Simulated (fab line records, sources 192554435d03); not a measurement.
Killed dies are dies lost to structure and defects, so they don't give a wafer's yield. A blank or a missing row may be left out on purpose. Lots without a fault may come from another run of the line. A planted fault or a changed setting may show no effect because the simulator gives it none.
fab line records | flow n5_finfet
record lots=7 wafers=39
route steps=1938 shown BEOL_M12@1639 BEOL_M15@1773
start_h: hours from the record's first day to the start of the lot's first wafer shown | wait_h: hours since the lot's step before | " the same as in the row above | L1.1+2: a row that stands for several wafers | - no value, or no start given | * or withheld: withheld | < > ~ a bound
route shown NAME@n: a module of which the file shows steps, and the number in the route of the first | usual: mean/standard deviation of fault-free wafers | same: alike in all rows | chamber/n: place in a boat | sites: the reading at each site | _std_site: their standard deviation | _edge_site: outer sites' mean less inner sites' | radius_mm: how far each site lies from the wafer's centre | mask NAME#n: copy n | behind: the tool/chamber that last shaped the wafer | hold: why the lot was held/for how many hours/how that ended | device: the transistor (n, p or np) that didn't switch | end of line: the same wafers' tests at the end of the route | a step without rows: its recipe alone | killed: dies lost to structure and defects at the first sort, not the wafer's yield | map: a wafer's dies, x killed, . not, _ none there
set.NAME: the setting as run; set.NAME@STEP: as run at that earlier step | model.NAME: the simulator's own value behind a step, which no gauge read
lots whose settings were changed on purpose; a table a step, a row a wafer
## steps
# step N5_BEOL_M12_TRENCH_ETCH_34
# recipe chemistry=C4F8/O2/Ar target=SiOC target_depth_a=3189.5 mask_material=SOC pressure_mtorr=30 source_w=3000 bias_w=700 Ar_flow_sccm=400 C4F8_flow_sccm=15 O2_flow_sccm=8 he_inner_torr=15 he_outer_torr=30 time_s=125.5 ion_energy_ev=250
# columns lot.wafer tool chamber start_h wait_h set.target_depth_a model.etch.depth_nm
L077.1 rie_diel-03 2 244.43 0.0 3189.5 321.3
L077.2 " 0 " " 3189.5 331.6
L077.3 " 1 " " 3189.5 326
L077.4 " 3 " " 3189.5 318.4
L077.5 " 3 " " 3189.5 318.2
L077.6 " 2 " " 3189.5 320.1
L080.1 rie_diel-06 1 265.20 0.0 2639 261.3
L080.2 " 2 " " 2639 266.4
L080.3 " 0 " " 2639 266.5
L080.4 " 3 " " 3189.5 310.5
L080.5 " 0 " " 3189.5 321
L080.6 " 1 " " 3189.5 317
L081.1 rie_diel-03 0 270.56 0.0 2565 265.3
L081.2 " 3 " " 3189.5 312.8
L081.3 " 2 " " 2565 260.7
L081.4 " 1 " " 3189.5 327.6
L081.5 " 2 " " 2565 260.1
L081.6 " 1 " " 3189.5 331.5
L084.1 rie_diel-06 0 298.17 0.0 4499 450.6
L084.2 " 1 " " 3189.5 319.8
L084.3 " 2 " " 3189.5 323
L084.4 " 0 " " 4499 447.9
L084.5 " 1 " " 4499 451.8
L084.6 " 2 " " 3189.5 324.8
L087.1 rie_diel-03 3 317.15 0.0 3189.5 311
L087.2 " 1 " " 3189.5 329.7
L087.3 " 2 " " 3189.5 320.2
L091.1 rie_diel-03 3 328.89 0.0 4689 459.8
L091.2 " 0 " " 4689 472.2
L091.3 " 1 " " 4689 476.1
L091.4 " 2 " " 3189.5 319
L091.5 " 3 " " 3189.5 311.9
L091.6 " 2 " " 3189.5 319.4
L093.1 rie_diel-03 1 351.39 0.0 3189.5 329.7
L093.2 " 2 " " 4478 452
L093.3 " 0 " " 4478 452.1
L093.4 " 3 " " 3189.5 313.5
L093.5 " 3 " " 4478 439.8
L093.6 " 2 " " 3189.5 320.8
# step N5_BEOL_M12_STRIP_70
# recipe chemistry=C4F8/O2/Ar resist=SiARC rf_frequency_hz=6e+07
# step N5_BEOL_M12_OCD_MEAS_35
# usual trench_depth_nm=321/5.3
# columns lot.wafer tool chamber start_h wait_h set.target_depth_a@BEOL_M12_TRENCH_ETCH_34 trench_depth_nm
L077.1 ocd-01 - 244.59 0.0 3189.5 322
L077.2 " - " " 3189.5 332
L077.3 " - " " 3189.5 326
L077.4 " - " " 3189.5 318
L077.5 " - " " 3189.5 319
L077.6 " - " " 3189.5 320
L080.1 ocd-02 - 265.35 0.0 2639 261
L080.2 " - " " 2639 266
L080.3 " - " " 2639 267
L080.4 " - " " 3189.5 310
L080.5 " - " " 3189.5 321
L080.6 " - " " 3189.5 318
L081.1 ocd-02 - 270.72 0.0 2565 265
L081.2 " - " " 3189.5 313
L081.3 " - " " 2565 261
L081.4 " - " " 3189.5 328
L081.5 " - " " 2565 260
L081.6 " - " " 3189.5 332
L084.1 ocd-01 - 298.32 0.0 4499 451
L084.2 " - " " 3189.5 320
L084.3 " - " " 3189.5 323
L084.4 " - " " 4499 448
L084.5 " - " " 4499 452
L084.6 " - " " 3189.5 325
L087.1 ocd-02 - 317.31 0.0 3189.5 311
L087.2 " - " " 3189.5 329
L087.3 " - " " 3189.5 320
L091.1 ocd-02 - 329.05 0.0 4689 460
L091.2 " - " " 4689 473
L091.3 " - " " 4689 476
L091.4 " - " " 3189.5 319
L091.5 " - " " 3189.5 312
L091.6 " - " " 3189.5 320
L093.1 ocd-01 - 351.54 0.0 3189.5 330
L093.2 " - " " 4478 452
L093.3 " - " " 4478 452
L093.4 " - " " 3189.5 314
L093.5 " - " " 4478 440
L093.6 " - " " 3189.5 321
# step N5_BEOL_M12_STRIP_37
# recipe chemistry=N2/H2 power_w=1000 temp_c=250 h2_frac=0.65 overash_fraction=0.3 pressure_mtorr=withheld n2_flow_sccm=1750 h2_flow_sccm=3250
# step N5_BEOL_M12_ETCH_38
# recipe chemistry=CF4/N2 target=SiCN target_depth_a=687 taper_deg=2 time_s=73.4 ion_energy_ev=150 mask_material=SiO2 pressure_mtorr=40 source_w=430 bias_w=70 Ar_flow_sccm=100 cf4_flow_sccm=60 n2_flow_sccm=60
# step N5_BEOL_M12_ECD_47
# recipe material=Cu target_thk_a=7200
# step N5_BEOL_M12_ANNEAL_48
# recipe temp_c=225 time_s=90 ambient=N2
# step N5_BEOL_M12_CMP_49
# recipe stop_on=SiOC t_overpolish_s=20.6 down_force_psi=1 platen_rpm=50 clearing_platen_down_force_psi=1.5 clearing_platen_rpm=50 post_cmp_clean=cu_alkaline target_thk_nm=320 clearing_platen_pad_velocity_m_s=0.99484 pad_velocity_m_s=0.99484
# columns lot.wafer tool chamber start_h wait_h set.target_depth_a@BEOL_M12_TRENCH_ETCH_34 model.Cu_of_BEOL_M12_ECD_47.thk_nm
L077.4 cmp-01 3 246.17 0.1 3189.5 321.6
L077.1 " 0 " " 3189.5 320.4
L077.3 " 1 " " 3189.5 330.6
L077.2 " 2 " " 3189.5 333.4
L077.5 " 3 " " 3189.5 322.6
L077.6 " 0 " " 3189.5 319.6
L080.2 cmp-01 2 270.83 0.2 2639 267
L080.1 " 3 " " 2639 264.4
L080.3 " 0 " " 2639 265.4
L080.4 " 1 " " 3189.5 312.6
L080.5 " 2 " " 3189.5 320.8
L080.6 " 3 " " 3189.5 320.4
L081.2 cmp-01 1 274.49 0.2 3189.5 318.2
L081.3 " 2 " " 2565 263.2
L081.4 " 3 " " 3189.5 332.2
L081.1 " 0 " " 2565 264.4
L081.5 " 1 " " 2565 263.6
L081.6 " 2 " " 3189.5 333.6
L084.4 cmp-01 0 299.62 0.1 4499 446.8
L084.3 " 1 " " 3189.5 324.6
L084.2 " 2 " " 3189.5 320.4
L084.1 " 3 " " 4499 454.6
L084.6 " 0 " " 3189.5 324.2
L084.5 " 1 " " 4499 454.4
L087.1 cmp-03 1 319.49 0.3 3189.5 312.4
L087.3 " 2 " " 3189.5 321.2
L087.2 " 3 " " 3189.5 332
L091.2 cmp-03 0 330.97 0.2 4689 472.6
L091.3 " 1 " " 4689 477.2
L091.1 " 2 " " 4689 461
L091.4 " 3 " " 3189.5 321.6
L091.6 " 0 " " 3189.5 319.6
L091.5 " 1 " " 3189.5 313
L093.3 cmp-01 0 356.65 0.2 4478 452.6
L093.1 " 1 " " 3189.5 332.8
L093.4 " 2 " " 3189.5 314.4
L093.2 " 3 " " 4478 454.6
L093.6 " 0 " " 3189.5 320.6
L093.5 " 1 " " 4478 443.4
# step N5_BEOL_M12_THK_MEAS_50
# recipe thk_meas_gauge=xrf reads=Cu_of_BEOL_M12_ECD_47
# usual M12_THK=330/6.3
# columns lot.wafer tool chamber start_h wait_h set.target_depth_a@BEOL_M12_TRENCH_ETCH_34 M12_THK[nm]
L077.1 film_metro-01 - 246.47 - 3189.5 330
L077.2 " - " " 3189.5 344
L077.3 " - " " 3189.5 339
L077.4 " - " " 3189.5 330
L077.5 " - " " 3189.5 331
L077.6 " - " " 3189.5 330
L080.1 film_metro-01 - 271.13 - 2639 269
L080.2 " - " " 2639 272
L080.3 " - " " 2639 271
L080.4 " - " " 3189.5 319
L080.5 " - " " 3189.5 328
L080.6 " - " " 3189.5 327
L081.1 film_metro-02 - 274.78 - 2565 273
L081.2 " - " " 3189.5 328
L081.3 " - " " 2565 270
L081.4 " - " " 3189.5 344
L081.5 " - " " 2565 271
L081.6 " - " " 3189.5 345
L084.1 film_metro-02 - 299.91 - 4499 460
L084.2 " - " " 3189.5 323
L084.3 " - " " 3189.5 328
L084.4 " - " " 4499 452
L084.5 " - " " 4499 459
L084.6 " - " " 3189.5 327
L087.1 film_metro-02 - 319.78 - 3189.5 318
L087.2 " - " " 3189.5 340
L087.3 " - " " 3189.5 328
L091.1 film_metro-02 - 331.26 - 4689 471
L091.2 " - " " 4689 482
L091.3 " - " " 4689 488
L091.4 " - " " 3189.5 327
L091.5 " - " " 3189.5 319
L091.6 " - " " 3189.5 325
L093.1 film_metro-02 - 356.94 - 3189.5 340
L093.2 " - " " 4478 465
L093.3 " - " " 4478 462
L093.4 " - " " 3189.5 322
L093.5 " - " " 4478 454
L093.6 " - " " 3189.5 327
# step N5_BEOL_M12_PRE_CLEAN_52
# recipe gas=NH3 time_s=15 temp_c=withheld rf_power_w=300
# step N5_BEOL_M12_DEP_53
# recipe material=SiCN target_thk_a=300 temp_c=withheld precursor=3MS/NH3 pressure_torr=3 rf_w=675 time_s=10.5
# step N5_BEOL_M12_RS_MEAS_54
# recipe thk_meas_gauge=four-point-probe reads=Cu_of_BEOL_M12_ECD_47+Ta_of_BEOL_M12_SPUTTER_44+TaN_of_BEOL_M12_SPUTTER_43
# usual M12_RS=0.0596/0.0011
# columns lot.wafer tool chamber start_h wait_h set.target_depth_a@BEOL_M12_TRENCH_ETCH_34 M12_RS[ohm/sq]
L077.1 film_metro-01 - 246.59 0.0 3189.5 0.0598
L077.2 " - " " 3189.5 0.0574
L077.3 " - " " 3189.5 0.0580
L077.4 " - " " 3189.5 0.0597
L077.5 " - " " 3189.5 0.0595
L077.6 " - " " 3189.5 0.0600
L080.1 film_metro-02 - 271.25 0.0 2639 0.0734
L080.2 " - " " 2639 0.0727
L080.3 " - " " 2639 0.0733
L080.4 " - " " 3189.5 0.0617
L080.5 " - " " 3189.5 0.0600
L080.6 " - " " 3189.5 0.0600
L081.1 film_metro-01 - 274.90 0.0 2565 0.0732
L081.2 " - " " 3189.5 0.0604
L081.3 " - " " 2565 0.0738
L081.4 " - " " 3189.5 0.0577
L081.5 " - " " 2565 0.0734
L081.6 " - " " 3189.5 0.0574
L084.1 film_metro-01 - 300.04 0.0 4499 0.0416
L084.2 " - " " 3189.5 0.0598
L084.3 " - " " 3189.5 0.0591
L084.4 " - " " 4499 0.0425
L084.5 " - " " 4499 0.0417
L084.6 " - " " 3189.5 0.0592
L087.1 film_metro-02 - 319.91 0.0 3189.5 0.0616
L087.2 " - " " 3189.5 0.0578
L087.3 " - " " 3189.5 0.0599
L091.1 film_metro-02 - 331.39 0.0 4689 0.0412
L091.2 " - " " 4689 0.0401
L091.3 " - " " 4689 0.0397
L091.4 " - " " 3189.5 0.0599
L091.5 " - " " 3189.5 0.0615
L091.6 " - " " 3189.5 0.0601
L093.1 film_metro-01 - 357.07 0.0 3189.5 0.0576
L093.2 " - " " 4478 0.0417
L093.3 " - " " 4478 0.0419
L093.4 " - " " 3189.5 0.0611
L093.5 " - " " 4478 0.0427
L093.6 " - " " 3189.5 0.0597
# step N5_BEOL_M15_ILD_DEP_00
# recipe material=SiO2 target_thk_a=16293 temp_c=400 precursor=TEOS/O2 pressure_torr=6.5 rf_w=900 teos_flow_sccm=161.4 gas=O2 flow_sccm=2650 time_s=346.1
# columns lot.wafer tool chamber start_h wait_h set.target_thk_a model.SiO2_of_BEOL_M15_ILD_DEP_00.thk_nm
L077.1+6 pecvd-04 0,2 258.57 0.0 16293 1645
L077.2 " 2 " " 16293 1602
L077.3 " 0 " " 16293 1672
L077.4 " 2 " " 16293 1641
L077.5 " 0 " " 16293 1663
L080.1 pecvd-03 1 281.07 0.0 16293 1633
L080.2 " 0 " " 22870 2257
L080.3 " 2 " " 22870 2272
L080.4 " 0 " " 16293 1618
L080.5 " 1 " " 22870 2310
L080.6 " 2 " " 16293 1638
L081.1 pecvd-04 0 284.86 0.0 16293 1606
L081.2 " 2 " " 16293 1603
L081.3 " 1 " " 16293 1592
L081.4 " 2 " " 16293 1627
L081.5 " 0 " " 16293 1620
L081.6 " 1 " " 16293 1628
L084.1 pecvd-04 1 309.75 0.0 16293 1616
L084.2 " 0 " " 16293 1646
L084.3 " 2 " " 16293 1623
L084.4 " 1 " " 16293 1637
L084.5 " 2 " " 16293 1654
L084.6 " 0 " " 16293 1639
L087.1 pecvd-02 0 331.13 0.0 16293 1606
L087.2 " 2 " " 16293 1573
L087.3 " 1 " " 16293 1628
L091.1 pecvd-04 0 340.36 0.0 16293 1607
L091.2 " 2 " " 10690 1058
L091.3 " 1 " " 16293 1622
L091.4 " 1 " " 16293 1632
L091.5 " 0 " " 10690 1063
L091.6 " 2 " " 10690 1075
L093.1 pecvd-03 2 366.28 0.0 16293 1597
L093.2 " 1 " " 10210 1030
L093.3 " 0 " " 16293 1614
L093.4 " 0 " " 10210 988
L093.5 " 2 " " 16293 1626
L093.6 " 1 " " 10210 1034
# step N5_BEOL_M15_THK_MEAS_01
# recipe reads=SiO2_of_BEOL_M15_ILD_DEP_00
# usual M15_ILD_THK=1622/24
# columns lot.wafer tool chamber start_h wait_h set.target_thk_a@BEOL_M15_ILD_DEP_00 M15_ILD_THK[nm]
L077.1 film_metro-02 - 258.93 0.2 16293 1644
L077.2 " - " " 16293 1602
L077.3 " - " " 16293 1673
L077.4 " - " " 16293 1641
L077.5 " - " " 16293 1663
L077.6 " - " " 16293 1643
L080.1 film_metro-01 - 281.32 0.1 16293 1633
L080.2 " - " " 22870 2258
L080.3 " - " " 22870 2272
L080.4 " - " " 16293 1619
L080.5 " - " " 22870 2312
L080.6 " - " " 16293 1638
L081.1 film_metro-01 - 285.11 0.1 16293 1607
L081.2 " - " " 16293 1602
L081.3 " - " " 16293 1593
L081.4 " - " " 16293 1628
L081.5 " - " " 16293 1622
L081.6 " - " " 16293 1629
L084.1 film_metro-02 - 310.00 0.1 16293 1615
L084.2 " - " " 16293 1644
L084.3 " - " " 16293 1622
L084.4 " - " " 16293 1636
L084.5 " - " " 16293 1654
L084.6 " - " " 16293 1640
L087.1 film_metro-02 - 331.38 0.1 16293 1606
L087.2 " - " " 16293 1572
L087.3 " - " " 16293 1628
L091.1 film_metro-01 - 340.61 0.1 16293 1606
L091.2 " - " " 10690 1057
L091.3 " - " " 16293 1622
L091.4 " - " " 16293 1632
L091.5 " - " " 10690 1063
L091.6 " - " " 10690 1075
L093.1 film_metro-02 - 366.53 0.1 16293 1596
L093.2 " - " " 10210 1030
L093.3 " - " " 16293 1613
L093.4 " - " " 10210 988
L093.5 " - " " 16293 1627
L093.6 " - " " 10210 1034
# step N5_BEOL_M15_COAT_58
# recipe resist=BARC temp_c=205 time_s=60 spin_rpm=1500 resist_thk_nm=89
# step N5_BEOL_M15_COAT_04
# recipe spin_rpm=1704 resist_thk_nm=800
# step N5_BEOL_M15_DESCUM_15
# recipe chemistry=O2 time_s=7.9 source_power_w=50 bias_power_w=20 pressure_mtorr=20 rf_frequency_hz=2.712e+07 temp_c=40 o2_flow_sccm=225
# step N5_BEOL_M15_ETCH_59
# recipe chemistry=N2/H2 target=BARC target_depth_a=890 overetch_a=267 time_s=67.9 ion_energy_ev=200 pressure_mtorr=30 source_w=840 bias_w=150 n2_flow_sccm=200 h2_flow_sccm=200
# step N5_BEOL_M15_VIA_ETCH_16
# recipe chemistry=C4F8/O2/Ar target=SiO2 he_inner_torr=15 he_outer_torr=30 target_depth_a=17922 time_s=withheld ion_energy_ev=800 pressure_mtorr=20 source_w=1905 bias_w=2040 Ar_flow_sccm=400 C4F8_flow_sccm=16 O2_flow_sccm=12 ends=cleared
# columns lot.wafer tool chamber start_h wait_h set.target_thk_a@BEOL_M15_ILD_DEP_00 model.etch.depth_nm model.coat_of_BEOL_M15_COAT_04.thk_nm
L077.1 rie_diel-04 1 259.45 0.0 16293 1645 316.8
L077.2 " 2 " " 16293 1602 338.8
L077.3 " 0 " " 16293 1672 329.8
L077.4 " 3 " " 16293 1641 322.4
L077.5 " 0 " " 16293 1663 330.2
L077.6 " 1 " " 16293 1645 316.6
L080.1 rie_diel-04 3 282.60 0.0 16293 1633 330.8
L080.2 " 2 " " 22870 2257 186.8
L080.3 " 1 " " 22870 2272 172.6
L080.4 " 1 " " 16293 1618 329.8
L080.5 " 3 " " 22870 2310 167.8
L080.6 " 2 " " 16293 1638 333.8
L081.1 rie_diel-01 2 286.77 0.0 16293 1606 337
L081.2 " 3 " " 16293 1603 351.4
L081.3 " 0 " " 16293 1592 340
L081.4 " 1 " " 16293 1627 343
L081.5 " 1 " " 16293 1620 343
L081.6 " 2 " " 16293 1628 330.8
L084.1 rie_diel-02 0 310.49 0.0 16293 1616 346.6
L084.2 " 1 " " 16293 1646 342.2
L084.3 " 3 " " 16293 1623 336.8
L084.4 " 2 " " 16293 1637 342.2
L084.5 " 1 " " 16293 1654 340.8
L084.6 " 0 " " 16293 1639 339.8
L087.1 rie_diel-02 3 332.07 0.0 16293 1606 339
L087.2 " 1 " " 16293 1573 361.2
L087.3 " 0 " " 16293 1628 344.6
L091.1 rie_diel-01 3 341.09 0.0 16293 1607 346
L091.2 " 0 " " 10690 1058 460.4
L091.3 " 1 " " 16293 1622 338.6
L091.4 " 2 " " 16293 1632 326
L091.5 " 1 " " 10690 1063 467
L091.6 " 2 " " 10690 1075 458.8
L093.1 rie_diel-01 3 367.14 0.0 16293 1597 350.6
L093.2 " 1 " " 10210 1030 479.4
L093.3 " 2 " " 16293 1614 332.6
L093.4 " 0 " " 10210 988.1 480.2
L093.5 " 1 " " 16293 1626 341.8
L093.6 " 2 " " 10210 1034 471.8
# step N5_BEOL_M15_ETCH_61
# recipe chemistry=N2/H2 target=BARC target_depth_a=890 overetch_a=267 time_s=67.9 ion_energy_ev=200 pressure_mtorr=30 source_w=840 bias_w=150 n2_flow_sccm=200 h2_flow_sccm=200
# columns lot.wafer tool chamber start_h wait_h set.time_s model.coat_of_BEOL_M15_COAT_22.thk_nm
L077.1 rie_diel-01 3 260.95 0.0 53.08 740.6
L077.2 " 0 " " 67.9 719.2
L077.3 " 2 " " 67.9 723.8
L077.4 " 1 " " 67.9 727.8
L077.5 " 2 " " 53.08 738.2
L077.6 " 3 " " 53.08 741.4
L080.1+4 rie_diel-01 0,1 286.47 0.0 52.2 733.6
L080.2 " 2 " " 52.2 735.2
L080.3 " 3 " " 67.9 719.2
L080.5 " 2 " " 67.9 717.8
L080.6 " 3 " " 67.9 719.8
L081.1 rie_diel-02 1 288.51 0.0 67.9 721.8
L081.2 " 0 " " 67.9 724
L081.3 " 3 " " 67.9 723.6
L081.4 " 2 " " 67.9 719
L081.5 " 1 " " 67.9 722.6
L081.6 " 0 " " 67.9 723.2
L084.1 rie_diel-01 0 312.42 0.0 67.9 710.4
L084.2 " 2 " " 67.9 715
L084.3 " 3 " " 67.9 718.8
L084.4 " 1 " " 67.9 715.2
L084.5 " 2 " " 67.9 714.2
L084.6 " 1 " " 67.9 715.6
L087.1 rie_diel-01 2 333.49 0.0 67.9 715.2
L087.2 " 3 " " 67.9 718.2
L087.3 " 0 " " 67.9 714
L091.1 rie_diel-01 2 342.97 0.0 67.9 719.2
L091.2 " 3 " " 67.9 723.2
L091.3 " 1 " " 67.9 719.6
L091.4 " 0 " " 67.9 717
L091.5 " 1 " " 67.9 721.6
L091.6 " 0 " " 67.9 718.2
L093.1 rie_diel-01 2 368.67 0.0 57.51 728.6
L093.2 " 0 " " 67.9 716.2
L093.3 " 1 " " 57.51 729.8
L093.4 " 3 " " 57.51 734.2
L093.5 " 2 " " 67.9 719
L093.6 " 3 " " 67.9 722.6
## key
split step=N5_BEOL_M12_TRENCH_ETCH_34 setting=target_depth_a stated=3189.5 by=wafer
response step=N5_BEOL_M12_TRENCH_ETCH_34 reading=model.etch.depth_nm change=+3.16 per=1% r=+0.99
response step=N5_BEOL_M12_OCD_MEAS_35 reading=trench_depth_nm change=+3.16 per=1% r=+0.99
response step=N5_BEOL_M12_CMP_49 reading=model.Cu_of_BEOL_M12_ECD_47.thk_nm change=+3.18 per=1% r=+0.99
response step=N5_BEOL_M12_THK_MEAS_50 reading=M12_THK change=+3.27 per=1% r=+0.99
response step=N5_BEOL_M12_RS_MEAS_54 reading=M12_RS change=-0.000463 per=1% r=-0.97
split step=N5_BEOL_M15_ILD_DEP_00 setting=target_thk_a stated=16293 by=wafer
response step=N5_BEOL_M15_ILD_DEP_00 reading=model.SiO2_of_BEOL_M15_ILD_DEP_00.thk_nm change=+16.1 per=1% r=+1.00
response step=N5_BEOL_M15_THK_MEAS_01 reading=M15_ILD_THK change=+16.1 per=1% r=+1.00
response step=N5_BEOL_M15_VIA_ETCH_16 reading=model.etch.depth_nm change=+16.1 per=1% r=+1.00
response step=N5_BEOL_M15_VIA_ETCH_16 reading=model.coat_of_BEOL_M15_COAT_04.thk_nm change=-3.72 per=1% r=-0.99
split step=N5_BEOL_M15_ETCH_61 setting=time_s stated=67.9 by=wafer
response step=N5_BEOL_M15_ETCH_61 reading=model.coat_of_BEOL_M15_COAT_22.thk_nm change=-0.713 per=1% r=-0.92
